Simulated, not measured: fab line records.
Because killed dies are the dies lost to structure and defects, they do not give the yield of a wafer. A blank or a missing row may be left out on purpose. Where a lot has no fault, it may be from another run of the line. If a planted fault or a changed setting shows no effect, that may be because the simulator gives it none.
Split-lot study :: flow n5Finfet :: 21 wafers read from 7 lots, route of 1938 steps

== ABOUT THE SPLIT ==
At N5_BEOL_M10_COAT_63 (time 60 s, resist thk 100 nm), the setting spinRpm was moved away from the recipe's 1500 rpm on 12 of the 21 wafers read, by -10.8% to +10.7%. The other wafers ran this setting at the recipe's value.

The reading is taken at the split's own step.

== THE READING ==
SOC_of_BEOL_M10_COAT_63.thkNm (the simulator's own value, which no gauge read), in nm, at N5_BEOL_M10_COAT_63 (time 60 s, resist thk 100 nm). The file gives no usual value for it. The 9 wafers here that ran the recipe average 99.8 nm, standard deviation 0.32 nm.

wafer: L076.2
tool, chamber at the split: lithoTrack-02, 0
spinRpm as run, rpm: 1500
against the recipe: recipe
SOC_of_BEOL_M10_COAT_63.thkNm, nm: 99.8
against lot-mates on the recipe: -

wafer: L076.3
tool, chamber at the split: lithoTrack-02, 0
spinRpm as run, rpm: 1382
against the recipe: -7.9%
SOC_of_BEOL_M10_COAT_63.thkNm, nm: 103.8
against lot-mates on the recipe: +4.0

wafer: L076.4
tool, chamber at the split: lithoTrack-02, 0
spinRpm as run, rpm: 1382
against the recipe: -7.9%
SOC_of_BEOL_M10_COAT_63.thkNm, nm: 104
against lot-mates on the recipe: +4.2

wafer: L078.2
tool, chamber at the split: lithoTrack-02, 0
spinRpm as run, rpm: 1605
against the recipe: +7.0%
SOC_of_BEOL_M10_COAT_63.thkNm, nm: 96.6
against lot-mates on the recipe: no lot-mate on the recipe

wafer: L078.3
tool, chamber at the split: lithoTrack-02, 0
spinRpm as run, rpm: 1605
against the recipe: +7.0%
SOC_of_BEOL_M10_COAT_63.thkNm, nm: 96.4
against lot-mates on the recipe: no lot-mate on the recipe

wafer: L078.5
tool, chamber at the split: lithoTrack-02, 0
spinRpm as run, rpm: 1605
against the recipe: +7.0%
SOC_of_BEOL_M10_COAT_63.thkNm, nm: 96.8
against lot-mates on the recipe: no lot-mate on the recipe

wafer: L079.2
tool, chamber at the split: lithoTrack-03, 0
spinRpm as run, rpm: 1651
against the recipe: +10.1%
SOC_of_BEOL_M10_COAT_63.thkNm, nm: 95.4
against lot-mates on the recipe: -4.6

wafer: L079.3
tool, chamber at the split: lithoTrack-03, 0
spinRpm as run, rpm: 1651
against the recipe: +10.1%
SOC_of_BEOL_M10_COAT_63.thkNm, nm: 95
against lot-mates on the recipe: -5.0

wafer: L079.5
tool, chamber at the split: lithoTrack-03, 0
spinRpm as run, rpm: 1500
against the recipe: recipe
SOC_of_BEOL_M10_COAT_63.thkNm, nm: 100
against lot-mates on the recipe: -

wafer: L080.4
tool, chamber at the split: lithoTrack-02, 0
spinRpm as run, rpm: 1500
against the recipe: recipe
SOC_of_BEOL_M10_COAT_63.thkNm, nm: 99.6
against lot-mates on the recipe: -

wafer: L080.5
tool, chamber at the split: lithoTrack-02, 0
spinRpm as run, rpm: 1404
against the recipe: -6.4%
SOC_of_BEOL_M10_COAT_63.thkNm, nm: 103.2
against lot-mates on the recipe: +3.8

wafer: L080.6
tool, chamber at the split: lithoTrack-02, 0
spinRpm as run, rpm: 1500
against the recipe: recipe
SOC_of_BEOL_M10_COAT_63.thkNm, nm: 99.2
against lot-mates on the recipe: -

wafer: L093.1
tool, chamber at the split: lithoTrack-03, 0
spinRpm as run, rpm: 1500
against the recipe: recipe
SOC_of_BEOL_M10_COAT_63.thkNm, nm: 100
against lot-mates on the recipe: -

wafer: L093.6
tool, chamber at the split: lithoTrack-03, 0
spinRpm as run, rpm: 1500
against the recipe: recipe
SOC_of_BEOL_M10_COAT_63.thkNm, nm: 100
against lot-mates on the recipe: -

wafer: L093.3
tool, chamber at the split: lithoTrack-03, 0
spinRpm as run, rpm: 1500
against the recipe: recipe
SOC_of_BEOL_M10_COAT_63.thkNm, nm: 99.8
against lot-mates on the recipe: -

wafer: L094.3
tool, chamber at the split: lithoTrack-01, 0
spinRpm as run, rpm: 1338
against the recipe: -10.8%
SOC_of_BEOL_M10_COAT_63.thkNm, nm: 106.4
against lot-mates on the recipe: +6.0

wafer: L094.5
tool, chamber at the split: lithoTrack-01, 0
spinRpm as run, rpm: 1338
against the recipe: -10.8%
SOC_of_BEOL_M10_COAT_63.thkNm, nm: 106.4
against lot-mates on the recipe: +6.0

wafer: L094.4
tool, chamber at the split: lithoTrack-01, 0
spinRpm as run, rpm: 1500
against the recipe: recipe
SOC_of_BEOL_M10_COAT_63.thkNm, nm: 100.4
against lot-mates on the recipe: -

wafer: L095.2
tool, chamber at the split: lithoTrack-02, 0
spinRpm as run, rpm: 1661
against the recipe: +10.7%
SOC_of_BEOL_M10_COAT_63.thkNm, nm: 94.8
against lot-mates on the recipe: -4.8

wafer: L095.4
tool, chamber at the split: lithoTrack-02, 0
spinRpm as run, rpm: 1661
against the recipe: +10.7%
SOC_of_BEOL_M10_COAT_63.thkNm, nm: 94.8
against lot-mates on the recipe: -4.8

wafer: L095.3
tool, chamber at the split: lithoTrack-02, 0
spinRpm as run, rpm: 1500
against the recipe: recipe
SOC_of_BEOL_M10_COAT_63.thkNm, nm: 99.6
against lot-mates on the recipe: -

FIT RESULTS
A straight line over all 21 wafers: SOC_of_BEOL_M10_COAT_63.thkNm changes by -0.512 nm for each +1% of spinRpm; r = -0.99; the points scatter about the line by 0.42 nm.
The same after taking each lot's own level away (the mean of its wafers on the recipe; 18 wafers): -0.503 nm for each +1%; r = -1.00; scatter 0.29 nm.
According to that fit, moving spinRpm by its largest amount changes the reading by 5.4 nm.
The span of the lots' own levels, 99.40 to 100.40 nm, comes to 3.1 times the standard deviation stated above.
Hence the lot-to-lot level has little effect on the slope; both slopes agree.
Check: with one of the wafers moved furthest among these (-10.8%) left out of the fit, the line predicts +5.55 nm for it against its lot-mates. It came out at +6 nm against them.

== OTHER SPLITS APPLIED TO THESE WAFERS ==
These wafers also went through other splits before the reading. Each is held against what the fit with the lots' levels taken away leaves over:
other split on the same wafers: N5_BEOL_M6_COAT_22 spinRpm
wafers away from the commonest value: 6
r with SOC_of_BEOL_M10_COAT_63.thkNm (lot level and that fit taken away): +0.20

other split on the same wafers: N5_BEOL_M7_EXPOSE_25 doseMj
wafers away from the commonest value: 6
r with SOC_of_BEOL_M10_COAT_63.thkNm (lot level and that fit taken away): -0.39

other split on the same wafers: N5_BEOL_M8_DESCUM_33 timeS
wafers away from the commonest value: 6
r with SOC_of_BEOL_M10_COAT_63.thkNm (lot level and that fit taken away): -0.04

other split on the same wafers: N5_BEOL_M9_COAT_05 spinRpm
wafers away from the commonest value: 8
r with SOC_of_BEOL_M10_COAT_63.thkNm (lot level and that fit taken away): -0.03

other split on the same wafers: N5_BEOL_M9_ETCH_62 sourceW
wafers away from the commonest value: 7
r with SOC_of_BEOL_M10_COAT_63.thkNm (lot level and that fit taken away): +0.16

== FILE'S OWN FIT ==
SOC_of_BEOL_M10_COAT_63.thkNm changes by -0.507 nm for each +1% of spinRpm, r = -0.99.
